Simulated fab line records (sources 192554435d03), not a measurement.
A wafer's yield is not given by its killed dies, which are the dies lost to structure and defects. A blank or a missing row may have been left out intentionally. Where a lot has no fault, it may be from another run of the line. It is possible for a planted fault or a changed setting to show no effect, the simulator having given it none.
What tool caused it? / flow n5Finfet / Sampling: 8 lots, 24 wafers, 8 of 1938 route steps

== WHAT EACH GAUGE READ, for each wafer ==
N5_BEOL_M2_OCD_MEAS_38.
lot=L785; measured=day 9 14:28; on=ocd-02; trenchDepthNm (nm)=57.3 53.8 57.1
lot=L787; measured=day 11 06:52; on=ocd-01; trenchDepthNm (nm)=53.6 53.7 53.9
lot=L784; measured=day 11 18:07; on=ocd-02; trenchDepthNm (nm)=57.8 53.0 56.9
lot=L790; measured=day 12 03:53; on=ocd-01; trenchDepthNm (nm)=57.5 53.5 53.3
lot=L786; measured=day 12 03:57; on=ocd-01; trenchDepthNm (nm)=55.4 56.1 55.8
lot=L792; measured=day 13 05:09; on=ocd-01; trenchDepthNm (nm)=56.5 54.9 55.0
lot=L799; measured=day 13 20:34; on=ocd-02; trenchDepthNm (nm)=56.8 26.4 56.5
lot=L800; measured=day 14 00:10; on=ocd-01; trenchDepthNm (nm)=57.6 56.5 54.7

N5_BEOL_M2_THK_MEAS_53: measures by xrf.
lot=L785; measured=day 9 18:19; on=filmMetro-02; M2_THK (nm)=40.9 37.8 42.7
lot=L787; measured=day 11 12:15; on=filmMetro-01; M2_THK (nm)=36.1 36.7 37.2
lot=L784; measured=day 11 22:07; on=filmMetro-02; M2_THK (nm)=42.4 38.2 43.0
lot=L790; measured=day 12 07:42; on=filmMetro-01; M2_THK (nm)=41.6 36.7 37.4
lot=L786; measured=day 12 08:08; on=filmMetro-01; M2_THK (nm)=40.0 43.6 40.7
lot=L792; measured=day 13 10:54; on=filmMetro-02; M2_THK (nm)=41.5 40.3 39.9
lot=L799; measured=day 14 00:17; on=filmMetro-02; M2_THK (nm)=41.4 11.2 37.2
lot=L800; measured=day 14 04:07; on=filmMetro-01; M2_THK (nm)=40.7 40.0 38.4

N5_BEOL_M2_RS_MEAS_58: the measuring method here is four-point-probe.
lot=L785; measured=day 9 18:35; on=filmMetro-02; M2_RS (ohm/sq)=0.65 0.72 0.61
lot=L787; measured=day 11 12:32; on=filmMetro-02; M2_RS (ohm/sq)=0.73 0.73 0.71
lot=L784; measured=day 11 22:23; on=filmMetro-02; M2_RS (ohm/sq)=0.62 0.70 0.60
lot=L790; measured=day 12 07:58; on=filmMetro-01; M2_RS (ohm/sq)=0.62 0.72 0.71
lot=L786; measured=day 12 08:23; on=filmMetro-02; M2_RS (ohm/sq)=0.65 0.58 0.64
lot=L792; measured=day 13 11:11; on=filmMetro-02; M2_RS (ohm/sq)=0.63 0.65 0.66
lot=L799; measured=day 14 00:33; on=filmMetro-02; M2_RS (ohm/sq)=0.62 3.69 0.70
lot=L800; measured=day 14 04:32; on=filmMetro-02; M2_RS (ohm/sq)=0.64 0.66 0.69

N5_BEOL_M4_RC_MEAS_101.
lot=L785; measured=day 13 18:17; on=prober-01; DIBL_N (mV/V)=34.5 35.5 36.9; DIBL_P (mV/V)=34.8 36.2 37.5; IOFF_N (nA/um)=0.12 0.15 0.17; IOFF_P (nA/um)=0.19 0.21 0.24; ION_N (uA/um)=645 676 672; ION_P (uA/um)=443 459 464; SS_N (mV/dec)=70.6 71.5 71.9; SS_P (mV/dec)=73.0 72.9 73.6; VT_N (mV)=255 250 248; VT_P (mV)=-254 -250 -250
lot=L787; measured=day 14 20:15; on=prober-02; DIBL_N (mV/V)=35.0 37.2 33.3; DIBL_P (mV/V)=34.9 37.6 33.1; IOFF_N (nA/um)=0.13 0.18 0.12; IOFF_P (nA/um)=0.16 0.21 0.15; ION_N (uA/um)=664 681 653; ION_P (uA/um)=447 462 454; SS_N (mV/dec)=71.4 71.7 71.0; SS_P (mV/dec)=72.5 73.3 72.2; VT_N (mV)=252 248 254; VT_P (mV)=-256 -254 -256
lot=L784; measured=day 15 11:46; on=prober-02; DIBL_N (mV/V)=35.8 36.6 35.5; DIBL_P (mV/V)=36.3 36.9 36.1; IOFF_N (nA/um)=0.16 0.18 0.15; IOFF_P (nA/um)=0.22 0.24 0.22; ION_N (uA/um)=674 661 671; ION_P (uA/um)=464 451 464; SS_N (mV/dec)=71.8 71.5 71.5; SS_P (mV/dec)=72.8 73.5 73.1; VT_N (mV)=251 250 251; VT_P (mV)=-249 -248 -249
lot=L790; measured=day 16 00:29; on=prober-02; DIBL_N (mV/V)=36.1 38.3 38.4; DIBL_P (mV/V)=32.6 34.5 35.5; IOFF_N (nA/um)=0.14 0.16 0.17; IOFF_P (nA/um)=0.18 0.21 0.22; ION_N (uA/um)=660 658 670; ION_P (uA/um)=455 450 461; SS_N (mV/dec)=72.3 72.0 72.3; SS_P (mV/dec)=73.0 73.9 73.8; VT_N (mV)=251 249 246; VT_P (mV)=-251 -250 -249
lot=L786; measured=day 16 11:36; on=prober-01; DIBL_N (mV/V)=35.1 35.5 35.7; DIBL_P (mV/V)=33.8 34.0 34.8; IOFF_N (nA/um)=0.14 0.16 0.15; IOFF_P (nA/um)=0.18 0.19 0.19; ION_N (uA/um)=665 670 668; ION_P (uA/um)=460 458 456; SS_N (mV/dec)=70.7 71.3 70.7; SS_P (mV/dec)=72.5 72.5 72.8; VT_N (mV)=251 248 248; VT_P (mV)=-252 -252 -250
lot=L792; measured=day 17 06:56; on=prober-01; DIBL_N (mV/V)=36.9 35.9 35.8; DIBL_P (mV/V)=37.6 36.5 36.0; IOFF_N (nA/um)=0.16 0.14 0.15; IOFF_P (nA/um)=0.21 0.19 0.19; ION_N (uA/um)=680 666 677; ION_P (uA/um)=470 454 464; SS_N (mV/dec)=71.3 71.4 71.4; SS_P (mV/dec)=73.9 73.9 73.5; VT_N (mV)=251 252 252; VT_P (mV)=-251 -253 -252
lot=L799; measured=day 18 06:29; on=prober-01; DIBL_N (mV/V)=35.5 35.1; DIBL_P (mV/V)=34.4 34.5; IOFF_N (nA/um)=0.15 0.15; IOFF_P (nA/um)=0.20 0.20; ION_N (uA/um)=656 648; ION_P (uA/um)=453 450; SS_N (mV/dec)=71.4 71.2; SS_P (mV/dec)=73.3 73.0; VT_N (mV)=251 253; VT_P (mV)=-250 -252
lot=L800; measured=day 17 20:31; on=prober-01; DIBL_N (mV/V)=37.5 35.6 36.9; DIBL_P (mV/V)=37.2 34.8 36.1; IOFF_N (nA/um)=0.17 0.14 0.16; IOFF_P (nA/um)=0.22 0.19 0.21; ION_N (uA/um)=679 659 680; ION_P (uA/um)=461 454 462; SS_N (mV/dec)=71.5 71.2 71.5; SS_P (mV/dec)=73.1 73.4 73.6; VT_N (mV)=246 251 249; VT_P (mV)=-253 -250 -251

== EACH LOT AND THE TOOL THAT RAN IT (in order: tool; ch and the chambers of the sampled wafers; start) ==
lot=L785; N5_BEOL_M2_TRENCH_ETCH_37=rieDiel-02 ch 0,3, day 9 14:19; N5_BEOL_M2_STRIP_97=rieDiel-02 ch 0,3, day 9 14:28 or earlier; N5_BEOL_M2_PRE_CLEAN_45=pvdSputter-01, day 9 14:59; N5_BEOL_M2_SURFACE_TREAT_85=pvdSputter-03, day 9 15:20
lot=L787; N5_BEOL_M2_TRENCH_ETCH_37=rieDiel-02 ch 0,1, day 11 06:43; N5_BEOL_M2_STRIP_97=rieDiel-02 ch 0,1, day 11 06:52 or earlier; N5_BEOL_M2_PRE_CLEAN_45=pvdSputter-03, day 11 07:17; N5_BEOL_M2_SURFACE_TREAT_85=pvdSputter-03, day 11 07:38
lot=L784; N5_BEOL_M2_TRENCH_ETCH_37=rieDiel-02 ch 0,2, day 11 17:58; N5_BEOL_M2_STRIP_97=rieDiel-02 ch 0,2, day 11 18:07 or earlier; N5_BEOL_M2_PRE_CLEAN_45=pvdSputter-01, day 11 18:44; N5_BEOL_M2_SURFACE_TREAT_85=pvdSputter-02, day 11 19:04
lot=L790; N5_BEOL_M2_TRENCH_ETCH_37=rieDiel-02 ch 0,1,2, day 12 03:44; N5_BEOL_M2_STRIP_97=rieDiel-02 ch 0,1,2, day 12 03:53 or earlier; N5_BEOL_M2_PRE_CLEAN_45=pvdSputter-03, day 12 04:31; N5_BEOL_M2_SURFACE_TREAT_85=pvdSputter-03, day 12 04:54
lot=L786; N5_BEOL_M2_TRENCH_ETCH_37=rieDiel-06 ch 0,1,2, day 12 03:48; N5_BEOL_M2_STRIP_97=rieDiel-06 ch 0,1,2, day 12 03:57 or earlier; N5_BEOL_M2_PRE_CLEAN_45=pvdSputter-03, day 12 04:36; N5_BEOL_M2_SURFACE_TREAT_85=pvdSputter-01, day 12 05:02
lot=L792; N5_BEOL_M2_TRENCH_ETCH_37=rieDiel-06 ch 0,2,3, day 13 05:00; N5_BEOL_M2_STRIP_97=rieDiel-06 ch 0,2,3, day 13 05:09 or earlier; N5_BEOL_M2_PRE_CLEAN_45=pvdSputter-02, day 13 05:51; N5_BEOL_M2_SURFACE_TREAT_85=pvdSputter-03, day 13 06:18
lot=L799; N5_BEOL_M2_TRENCH_ETCH_37=rieDiel-02 ch 0,2,3, day 13 20:25; N5_BEOL_M2_STRIP_97=rieDiel-02 ch 0,2,3, day 13 20:34 or earlier; N5_BEOL_M2_PRE_CLEAN_45=pvdSputter-02, day 13 21:07; N5_BEOL_M2_SURFACE_TREAT_85=pvdSputter-03, day 13 21:28
lot=L800; N5_BEOL_M2_TRENCH_ETCH_37=rieDiel-03 ch 1,2,3, day 14 00:01; N5_BEOL_M2_STRIP_97=rieDiel-03 ch 1,2,3, day 14 00:10 or earlier; N5_BEOL_M2_PRE_CLEAN_45=pvdSputter-01, day 14 00:44; N5_BEOL_M2_SURFACE_TREAT_85=pvdSputter-03, day 14 01:12
- N5_BEOL_M2_TRENCH_ETCH_37: etches SiOC in C4F6/O2, target depth 55.555 nm, time 29.2 s.
- N5_BEOL_M2_STRIP_97: strips in N2/H2, time 10 s.
- N5_BEOL_M2_PRE_CLEAN_45: time 30 s.
- N5_BEOL_M2_SURFACE_TREAT_85

== AS READ BY THE TOOLS THEMSELVES (means over the sampled wafers that have a number; for cases with no such wafer, the mark the record gives instead) ==
N5_BEOL_M2_TRENCH_ETCH_37.
lot=L785; tool=rieDiel-02; drypumpMotorCurrentA (A)=5.7; oesProductAu (a.u.)=0.89; rfVppV (V)=696; showerheadPlenumPTorr (Torr)=2.91; throttleValvePct (%)=20.85
lot=L787; tool=rieDiel-02; drypumpMotorCurrentA (A)=6.3; oesProductAu (a.u.)=0.81; rfVppV (V)=689; showerheadPlenumPTorr (Torr)=2.95; throttleValvePct (%)=20.65
lot=L784; tool=rieDiel-02; drypumpMotorCurrentA (A)=6.0; oesProductAu (a.u.)=0.88; rfVppV (V)=681; showerheadPlenumPTorr (Torr)=2.90; throttleValvePct (%)=20.92
lot=L790; tool=rieDiel-02; drypumpMotorCurrentA (A)=6.1; oesProductAu (a.u.)=0.83; rfVppV (V)=684; showerheadPlenumPTorr (Torr)=2.92; throttleValvePct (%)=20.81
lot=L786; tool=rieDiel-06; drypumpMotorCurrentA (A)=5.4; oesProductAu (a.u.)=0.85; rfVppV (V)=667; showerheadPlenumPTorr (Torr)=2.83; throttleValvePct (%)=20.92
lot=L792; tool=rieDiel-06; drypumpMotorCurrentA (A)=5.4; oesProductAu (a.u.)=0.77; rfVppV (V)=662; showerheadPlenumPTorr (Torr)=2.78; throttleValvePct (%)=21.02
lot=L799; tool=rieDiel-02; drypumpMotorCurrentA (A)=5.8; oesProductAu (a.u.)=0.76; rfVppV (V)=688; showerheadPlenumPTorr (Torr)=2.89; throttleValvePct (%)=20.91
lot=L800; tool=rieDiel-03; drypumpMotorCurrentA (A)=5.8; oesProductAu (a.u.)=0.80; rfVppV (V)=657; showerheadPlenumPTorr (Torr)=2.89; throttleValvePct (%)=20.69

N5_BEOL_M2_STRIP_97.
lot=L785; tool=rieDiel-02; biasPowerW (W)=7.014; drypumpMotorCurrentA (A)=5.6; oesProductAu (a.u.)=0.89; rfVppV (V)=59.7; showerheadPlenumPTorr (Torr)=2.58; throttleValvePct (%)=23.54
lot=L787; tool=rieDiel-02; biasPowerW (W)=6.994; drypumpMotorCurrentA (A)=6.3; oesProductAu (a.u.)=0.81; rfVppV (V)=59.3; showerheadPlenumPTorr (Torr)=2.65; throttleValvePct (%)=23.42
lot=L784; tool=rieDiel-02; biasPowerW (W)=6.993; drypumpMotorCurrentA (A)=6.0; oesProductAu (a.u.)=0.88; rfVppV (V)=59.7; showerheadPlenumPTorr (Torr)=2.58; throttleValvePct (%)=23.62
lot=L790; tool=rieDiel-02; biasPowerW (W)=6.993; drypumpMotorCurrentA (A)=6.1; oesProductAu (a.u.)=0.83; rfVppV (V)=58.7; showerheadPlenumPTorr (Torr)=2.61; throttleValvePct (%)=23.53
lot=L786; tool=rieDiel-06; biasPowerW (W)=7.003; drypumpMotorCurrentA (A)=5.4; oesProductAu (a.u.)=0.84; rfVppV (V)=59.3; showerheadPlenumPTorr (Torr)=2.53; throttleValvePct (%)=23.82
lot=L792; tool=rieDiel-06; biasPowerW (W)=6.988; drypumpMotorCurrentA (A)=5.4; oesProductAu (a.u.)=0.76; rfVppV (V)=59.2; showerheadPlenumPTorr (Torr)=2.47; throttleValvePct (%)=23.82
lot=L799; tool=rieDiel-02; biasPowerW (W)=7.007; drypumpMotorCurrentA (A)=5.8; oesProductAu (a.u.)=0.84; rfVppV (V)=59.5; showerheadPlenumPTorr (Torr)=2.57; throttleValvePct (%)=23.62
lot=L800; tool=rieDiel-03; biasPowerW (W)=7.008; drypumpMotorCurrentA (A)=5.8; oesProductAu (a.u.)=0.80; rfVppV (V)=58.3; showerheadPlenumPTorr (Torr)=2.57; throttleValvePct (%)=23.45

N5_BEOL_M2_PRE_CLEAN_45.
lot=L785; tool=pvdSputter-01; heaterPowerW (W)=347
lot=L787; tool=pvdSputter-03; heaterPowerW (W)=338
lot=L784; tool=pvdSputter-01; heaterPowerW (W)=314
lot=L790; tool=pvdSputter-03; heaterPowerW (W)=308
lot=L786; tool=pvdSputter-03; heaterPowerW (W)=336
lot=L792; tool=pvdSputter-02; heaterPowerW (W)=364
lot=L799; tool=pvdSputter-02; heaterPowerW (W)=336
lot=L800; tool=pvdSputter-01; heaterPowerW (W)=316

== THE ANSWER, worked out from the rows above alone ==
Rule: the lots themselves supply what counts as usual. Put in order of their means at a reading, lots are off if they are a third of the lots or fewer, leave a main group of 4 or more, and stand apart from it by a gap of 3 or more times the standard deviation of the main group's means; of several such gaps the widest counts. If all means in a main group match to the digits the tables above print for the reading, that group is not used. Also off: a lot with no number at a reading for which 4 or more lots have one. All remaining lots with rows at the step are treated as sound. After the gauges, taken in route order, come the tools' own readings; for these a lot's mean is taken, as printed above. The first step at which some lot is off is used, and at that step the reading that is off furthest; a lot without a number counts as furthest.
Off: L799, at N5_BEOL_M2_OCD_MEAS_38 (trenchDepthNm). The main group: mean 55.4 nm, standard deviation 0.82.
If a tool, at a process step before that reading, ran all the lots that are off and no sound lot after the first of them, it fits. The gauges at N5_BEOL_M2_OCD_MEAS_38 aren't tried: what is off there is off at N5_BEOL_M2_THK_MEAS_53 too, on other tools, and a gauge's error can't cause that. N5_BEOL_M2_STRIP_97: start missing for some lots; hours and lot order therefore follow N5_BEOL_M2_OCD_MEAS_38. One fits: rieDiel-02 at N5_BEOL_M2_TRENCH_ETCH_37 and N5_BEOL_M2_STRIP_97. At N5_BEOL_M2_TRENCH_ETCH_37 its last sound lot is L790 (day 12 03:44), its first lot that is off L799 (day 13 20:25): a fault that began between those two fits.

== WHAT WAS PUT IN BY THE SIMULATOR ==
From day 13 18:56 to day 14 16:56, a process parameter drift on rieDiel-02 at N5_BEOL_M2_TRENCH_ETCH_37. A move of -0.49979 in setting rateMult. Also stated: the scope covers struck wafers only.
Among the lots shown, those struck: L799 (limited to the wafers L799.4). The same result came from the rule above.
